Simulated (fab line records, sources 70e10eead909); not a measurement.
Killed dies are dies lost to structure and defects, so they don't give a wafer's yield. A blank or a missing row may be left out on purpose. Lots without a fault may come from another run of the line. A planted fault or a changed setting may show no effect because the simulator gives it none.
fab line records | flow nand_harc
record lots=12 wafers=36 last_day=34
route steps=1302 shown P_M1@298 P_M2@326 END@1302
lots that met no fault: from a run of the same line without faults
start_h: hours from the record's first day to the start of the lot's first wafer shown | wait_h: hours since the lot's step before | " the same as in the row above | L1.1+2: a row that stands for several wafers | - no value, or no start given | * or withheld: withheld | < > ~ a bound
route shown NAME@n: a module of which the file shows steps, and the number in the route of the first | usual: mean/standard deviation of fault-free wafers | same: alike in all rows | chamber/n: place in a boat | sites: the reading at each site | _std_site: their standard deviation | _edge_site: outer sites' mean less inner sites' | radius_mm: how far each site lies from the wafer's centre | mask NAME#n: copy n | behind: the tool/chamber that last shaped the wafer | hold: why the lot was held/for how many hours/how that ended | device: the transistor (n, p or np) that didn't switch | end of line: the same wafers' tests at the end of the route | a step without rows: its recipe alone | killed: dies lost to structure and defects at the first sort, not the wafer's yield | map: a wafer's dies, x killed, . not, _ none there
set.NAME: the setting as run; set.NAME@STEP: as run at that earlier step | model.NAME: the simulator's own value behind a step, which no gauge read
steps of the route over a sample of lots; a table a step, a row a wafer
services: from which hour (start_h, from the record's first day; less than 0 if before it) a tool's chamber was out of use, for how many hours, and why
## steps
# step NHARC_P_M1_DESCUM_14
# recipe time_s=3 o2_flow_sccm=200 ar_flow_sccm=0 bias_power_w=0 chemistry=O2
# usual drypump_motor_current_A=5.7/0.48 oes_product_au=0.998/0.0082 rf_vpp_V=57.6/0.92 showerhead_plenum_p_Torr=1.89/0.085 throttle_valve_pct=11.311/0.0097
# columns lot.wafer tool chamber start_h wait_h drypump_motor_current_A oes_product_au rf_hours_counter_h rf_vpp_V showerhead_plenum_p_Torr throttle_valve_pct
L574.2 rie_diel-02 3 149.42 0.1 6.3 0.994 6 57.1 1.96 11.309
L574.1 " 1 " " 5.2 0.985 6 55.7 1.80 11.317
L574.6 " 2 " " 5.8 0.998 - 57.9 1.98 11.319
L575.2 rie_diel-02 3 153.78 0.1 6.3 1.005 6 58.2 1.96 11.313
L575.6 " 2 " " 5.7 0.992 - 57.7 1.98 11.314
L575.5 " 3 " " 6.3 0.991 - 59.2 1.96 11.304
L576.2 rie_diel-02 1 168.83 0.1 5.2 0.997 7 56.8 1.80 11.315
L576.3 " 2 " " 5.7 1.003 7 57.6 1.98 11.313
L576.6 " 0 " " 5.7 1.009 - 56.4 1.81 11.310
L577.1 rie_diel-06 0 176.49 0.1 6.1 1.011 3 58.0 1.80 11.306
L577.3 " 2 " " 4.7 1.002 4 57.0 1.87 11.316
L577.6 " 3 " " 5.6 1.006 - 58.7 2.02 11.305
L578.3 rie_diel-02 0 188.35 0.1 5.7 1.006 8 57.0 1.81 11.326
L578.2 " 2 " " 5.7 1.000 8 57.2 1.98 11.320
L578.5 " 1 " " 5.2 0.991 - 58.0 1.80 11.312
L579.3 rie_diel-02 2 202.16 0.1 5.7 1.005 10 58.4 1.98 11.317
L579.6 " 0 " " 5.7 1.014 - 56.5 1.81 11.309
L579.5 " 1 " " 5.2 1.004 - 56.2 1.80 11.309
L587.4 rie_diel-06 2 279.93 0.1 4.7 1.000 12 57.6 1.87 11.317
L587.3 " 0 " " 6.1 0.998 11 57.0 1.80 11.293
L587.6 " 2 " " 4.7 1.002 - 57.0 1.87 11.325
L588.4 rie_diel-06 2 291.83 0.1 4.7 0.996 13 56.5 1.87 11.297
L588.2 " 0 " " 6.1 0.993 12 57.5 1.80 11.295
L588.5 " 2 " " 4.7 0.999 - 57.8 1.87 11.332
L590.4 rie_diel-02 0 304.83 0.1 5.7 1.008 6 55.7 1.81 11.308
L590.6 " 1 " " 5.2 0.998 - 58.0 1.80 11.293
L590.5 " 2 " " 5.8 0.985 - 58.3 1.98 11.303
L592.1 rie_diel-02 1 320.37 0.1 5.2 0.996 8 59.0 1.80 11.322
L592.2 " 3 " " 6.3 0.992 8 57.8 1.95 11.308
L592.3 " 0 " " 5.7 1.011 8 58.1 1.81 11.301
L595.2 rie_diel-06 0 363.74 0.1 6.1 0.998 4 57.7 1.79 11.326
L595.3 " 1 " " 5.6 1.005 4 57.2 1.87 11.311
L595.5 " 0 " " 6.1 1.000 - 56.6 1.79 11.316
L594.3 rie_diel-05 1 364.63 0.1 6.6 1.001 39 57.4 1.86 11.305
L594.2 " 2 " " 6.4 0.981 37 56.1 1.82 11.297
L594.6 " 0 " " 5.5 1.001 - 59.2 1.99 11.317
# step NHARC_P_M1_CMP_23
# recipe t_overpolish_s=20 target_thk_nm=157.82
# usual edge_zone_pressure_frac=1.000/0.005 motor_current_A=11.9/1.2 time_to_endpoint_s=29.1/2.6
# columns lot.wafer tool chamber start_h wait_h edge_zone_pressure_frac motor_current_A time_to_endpoint_s
L574.2 cmp-02 3 151.53 - 1.008 12.2 24.4
L574.1 " 2 " " 1.003 13.6 27.6
L574.6 " 3 " " 1.006 11.6 24.1
L575.2 cmp-02 1 155.97 - 1.003 10.5 25.8
L575.6 " 2 " " 1.004 13.7 25.0
L575.5 " 3 " " 1.009 12.2 25.0
L576.2 cmp-02 1 170.97 - 1.001 10.5 25.8
L576.3 " 2 " " 1.007 12.7 27.5
L576.6 " 2 " " 1.005 13.3 27.7
L577.3 cmp-04 0 178.83 - 0.998 11.7 31.4
L577.1 " 3 " " 0.993 10.6 32.9
L577.6 " 0 " " 1.002 11.4 31.2
L578.2 cmp-02 1 190.45 - 1.004 11.2 27.4
L578.3 " 0 " " 1.004 11.1 27.9
L578.5 " 1 " " 0.993 11.1 25.6
L579.3 cmp-02 1 204.26 - 1.003 11.4 28.8
L579.6 " 1 " " 0.996 10.8 26.4
L579.5 " 2 " " 0.994 12.9 27.4
L587.3 cmp-02 2 282.09 - 1.003 12.4 29.3
L587.4 " 3 " " 0.993 12.3 31.3
L587.6 " 1 " " 1.004 10.6 30.3
L588.4 cmp-03 2 293.91 - 0.994 10.8 34.3
L588.2 " 0 " " 0.996 11.6 33.2
L588.5 " 3 " " 1.001 12.5 29.3
L590.4 cmp-04 0 306.97 - 0.998 12.4 31.9
L590.5 " 2 " " 1.004 13.4 28.9
L590.6 " 3 " " 1.003 10.3 33.1
L592.2 cmp-03 3 322.48 - 1.002 12.8 31.7
L592.1 " 0 " " 0.999 12.2 32.3
L592.3 " 1 " " 0.999 13.3 30.9
L595.3 cmp-03 2 365.84 - 1.006 10.7 29.4
L595.2 " 0 " " 0.996 11.9 28.9
L595.5 " 2 " " 1.004 11.5 30.1
L594.2 cmp-04 3 366.73 - 1.010 10.4 31.5
L594.3 " 1 " " 1.001 12.9 26.8
L594.6 " 0 " " 1.002 11.7 28.4
# step NHARC_P_M1_PRE_CLEAN_32
# recipe time_s=12 temp_c=370 rf_power_w=300 gas=NH3
# usual heater_power_w=616/75
# columns lot.wafer tool chamber start_h wait_h heater_power_w
L574.2 pecvd-04 2 152.07 0.1 578
L574.1 " 0 " " 783
L574.6 " 1 " " 656
L575.2 pecvd-02 1 156.42 0.1 559
L575.6 " 1 " " 555
L575.5 " 2 " " 491
L576.3 pecvd-03 2 171.51 0.1 569
L576.2 " 1 " " 662
L576.6 " 2 " " 574
L577.3 pecvd-04 2 179.38 0.1 679
L577.1 " 0 " " 709
L577.6 " 0 " " 705
L578.2 pecvd-02 0 190.99 0.1 665
L578.3 " 1 " " 620
L578.5 " 2 " " 544
L579.3 pecvd-02 0 204.83 0.1 641
L579.6 " 1 " " 574
L579.5 " 0 " " 630
L587.3 pecvd-03 1 282.59 0.1 646
L587.4 " 2 " " 618
L587.6 " 0 " " 623
L588.2 pecvd-02 2 294.48 0.1 488
L588.4 " 1 " " 597
L588.5 " 2 " " 489
L590.5 pecvd-02 1 307.49 0.1 581
L590.4 " 2 " " 488
L590.6 " 0 " " 676
L592.2 pecvd-02 0 323.02 0.1 620
L592.1 " 1 " " 577
L592.3 " 2 " " 444
L595.2 pecvd-02 2 366.38 0.1 515
L595.3 " 0 " " 637
L595.5 " 0 " " 607
L594.3 pecvd-02 0 367.27 0.1 692
L594.2 " 1 " " 595
L594.6 " 1 " " 600
# step NHARC_P_M2_PEB_07
# recipe peb_temp_c=100 peb_time_s=65
# usual heater_power_total_W=156.6/0.42
# columns lot.wafer tool chamber start_h wait_h heater_power_total_W
L574.1 litho_track-01 0 153.19 0.1 157.1
L574.2 " 0 " " 156.4
L574.6 " 0 " " 155.9
L575.2 litho_track-06 0 157.55 0.1 156.3
L575.5 " 0 " " 157.2
L575.6 " 0 " " 156.5
L576.2 litho_track-04 0 172.76 0.1 157.0
L576.3 " 0 " " 156.3
L576.6 " 0 " " 156.8
L577.1 litho_track-04 0 180.63 0.1 157.1
L577.3 " 0 " " 157.1
L577.6 " 0 " " 156.9
L578.2 litho_track-04 0 192.38 0.1 157.1
L578.3 " 0 " " 155.9
L578.5 " 0 " " 156.5
L579.3 litho_track-06 0 206.05 0.0 156.0
L579.5 " 0 " " 156.0
L579.6 " 0 " " 156.1
L587.3 litho_track-06 0 283.82 0.0 163.6
L587.4 " 0 " " 164.3
L587.6 " 0 " " 163.7
L588.2 litho_track-06 0 295.59 0.1 163.8
L588.4 " 0 " " 164.9
L588.5 " 0 " " 164.2
L590.4 litho_track-01 0 308.71 0.0 157.1
L590.5 " 0 " " 156.5
L590.6 " 0 " " 156.2
L592.1 litho_track-04 0 324.26 0.1 157.1
L592.2 " 0 " " 156.0
L592.3 " 0 " " 156.9
L595.2 litho_track-06 0 367.61 0.1 156.2
L595.3 " 0 " " 157.2
L595.5 " 0 " " 156.9
L594.2 litho_track-06 0 368.53 0.1 156.4
L594.3 " 0 " " 157.0
L594.6 " 0 " " 156.2
# step NHARC_P_M2_CD_MEAS_09
# recipe target_cd_nm=170 landing_energy_ev=500
# usual cd_nm=170.2/0.64
# columns lot.wafer tool chamber start_h wait_h hold cd_nm
L574.1 cd_sem-03 0 153.27 - - 171.1
L574.2 " 0 " " - 170.1
L574.6 " 0 " " - 170.5
L575.2 cd_sem-01 0 157.63 - - 171.1
L575.5 " 0 " " - 170.5
L575.6 " 0 " " - 170.0
L576.2 cd_sem-01 0 172.84 - - 170.1
L576.3 " 0 " " - 169.8
L576.6 " 0 " " - 170.2
L577.1 cd_sem-02 0 180.71 - - 170.6
L577.3 " 0 " " - 169.9
L577.6 " 0 " " - 170.1
L578.2 cd_sem-01 0 192.47 - - 169.8
L578.3 " 0 " " - 169.7
L578.5 " 0 " " - 169.2
L579.3 cd_sem-03 0 206.13 - - 171.1
L579.5 " 0 " " - 170.5
L579.6 " 0 " " - 170.9
L587.3 cd_sem-03 0 283.90 - await_dispo/0.2h/release 166.7
L587.4 " 0 " " await_dispo/0.2h/release 167.3
L587.6 " 0 " " await_dispo/0.2h/release 167.1
L587.3 cd_sem-03 0 - - - 167.0
L587.4 " 0 " " - 167.3
L587.6 " 0 " " - 167.3
L588.2 cd_sem-01 0 295.67 - await_dispo/0.2h/release 167.9
L588.4 " 0 " " await_dispo/0.2h/release 167.7
L588.5 " 0 " " await_dispo/0.2h/release 167.6
L588.2 cd_sem-01 0 - - - 168.4
L588.4 " 0 " " - 167.7
L588.5 " 0 " " - 167.7
L590.4 cd_sem-01 0 308.79 - - 169.7
L590.5 " 0 " " - 169.0
L590.6 " 0 " " - 169.4
L592.1 cd_sem-02 0 324.34 - - 170.0
L592.2 " 0 " " - 169.5
L592.3 " 0 " " - 169.8
L595.2 cd_sem-03 0 367.69 - - 170.0
L595.3 " 0 " " - 170.4
L595.5 " 0 " " - 171.3
L594.2 cd_sem-01 0 368.61 - - 169.5
L594.3 " 0 " " - 170.6
L594.6 " 0 " " - 169.4
# step NHARC_END_SORT_01
# recipe temp_c=25
# usual defect_limited_yield=89.8/2.4 killed_at_array=64/16 killed_at_other=1.0/1.1 killed_at_periphery=3.5/2.3 killed_dies=69/17 killed_open=3.2/1.6 killed_short=2.4/1.6
# same gross_dies=677
# columns lot.wafer tool chamber start_h wait_h defect_limited_yield[%] killed_at_array killed_at_other killed_at_periphery killed_dies killed_open killed_short
L588.4 prober-02 0 726.81 3.4 88.2 78 1 1 80 3 4
L588.5 prober-02 0 727.62 3.7 90.1 59 0 8 67 1 2
L587.3 prober-01 0 725.95 3.1 91.9 52 0 3 55 1 1
L587.4 prober-01 0 726.76 3.4 91.7 51 1 4 56 3 3
L587.6 prober-01 0 728.38 4.0 91.7 55 0 1 56 3 0
# killed by level:class
L587.3 A_CHANNEL_HOLE_D2:chamber_film_flake=29 A_CHANNEL_HOLE_D1:chamber_film_flake=12 A_CONTACT:chamber_film_flake=4 A_STAIRCASE:chamber_film_flake=2 A_SLIT:chamber_film_flake=2 P_ZERO_WELL:geometric_particle:short=1 P_M2:geometric_particle:open=1 P_GATE:chamber_film_flake=1
L587.4 A_CHANNEL_HOLE_D2:chamber_film_flake=23 A_CHANNEL_HOLE_D1:chamber_film_flake=11 A_SLIT:chamber_film_flake=4 A_CONTACT:chamber_film_flake=3 P_CONTACT:geometric_particle:open=2 A_STAIRCASE:chamber_film_flake=2 A_BLC:chamber_film_flake=2 P_M0:geometric_particle:open=1
L588.4 A_SLIT:chamber_film_flake=36 A_CHANNEL_HOLE_D2:chamber_film_flake=21 A_STAIRCASE:chamber_film_flake=6 A_CHANNEL_HOLE_D1:chamber_film_flake=4 A_CONTACT:chamber_film_flake=3 A_ONON_D2:geometric_particle:open=2 A_ONON_D2:geometric_particle:short=1 A_WL_FILL:geometric_particle:short=1
L588.5 A_SLIT:chamber_film_flake=21 A_CHANNEL_HOLE_D2:chamber_film_flake=20 A_CHANNEL_HOLE_D1:chamber_film_flake=8 P_CONTACT:chamber_film_flake=4 P_STI:chamber_film_flake=3 A_CONTACT:chamber_film_flake=3 A_CHANNEL_FILL_D1:geometric_particle:short=2 A_STAIRCASE:chamber_film_flake=2
L587.6 A_CHANNEL_HOLE_D2:chamber_film_flake=21 A_SLIT:chamber_film_flake=8 A_CHANNEL_HOLE_D1:chamber_film_flake=7 A_STAIRCASE:chamber_film_flake=6 A_CHANNEL_FILL_D1:chamber_film_flake=3 A_CONTACT:chamber_film_flake=3 A_CHANNEL_FILL_D2:chamber_film_flake=2 A_BONDPAD:chamber_film_flake=2
## services
# columns tool chamber start_h hours kind
rie_diel-06 - 130.23 9.0 pm
cmp-02 - 134.57 4.0 pm
pecvd-02 - 135.45 1.2 repair
cmp-02 - 145.19 2.3 repair
rie_diel-06 0 155.08 11.2 repair
cmp-04 - 160.93 3.5 repair
cmp-03 - 162.03 4.0 pm
litho_track-06 - 179.00 7.0 pm
cmp-03 - 186.13 1.3 repair
rie_diel-02 0 192.96 6.3 repair
litho_track-04 - 203.00 7.0 pm
cmp-02 - 212.43 1.5 repair
rie_diel-02 - 216.70 9.0 pm
pecvd-02 - 227.11 13.0 pm
cmp-02 - 232.71 4.0 pm
rie_diel-06 3 239.80 15.4 repair
rie_diel-02 2 277.98 14.9 repair
rie_diel-06 - 295.51 0.4 repair
rie_diel-06 - 307.23 9.0 pm
cmp-02 - 321.47 3.5 repair
cmp-02 - 330.71 4.0 pm
rie_diel-06 2 339.84 5.7 repair
litho_track-06 - 354.00 7.0 pm
rie_diel-06 1 360.44 3.1 repair
## key
first_sign step=NHARC_P_M2_PEB_07 reading=heater_power_total_W direction=up sigmas=18 usual=* struck=*
effect step=NHARC_P_M2_CD_MEAS_09 reading=visit direction=added through=control_loop
met_at NHARC_P_M2_PEB_07
struck_lots L587,L588
loop_trim step=NHARC_P_M2_EXPOSE_06 setting=dose lots=L588
not_acting_at NHARC_P_M1_DESCUM_14,NHARC_P_M1_CMP_23,NHARC_P_M1_PRE_CLEAN_32
onset_between 206.05 283.82
fault kind=process_parameter_drift tool=litho_track-06 chamber=- onset_h=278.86 steps=NHARC_P_M2_PEB_07 channel=peb_time_s offset=* shape=step end_h=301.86 acts_in=* stated=*
# loop_trim: a control loop set the setting to another value than it would have without faults
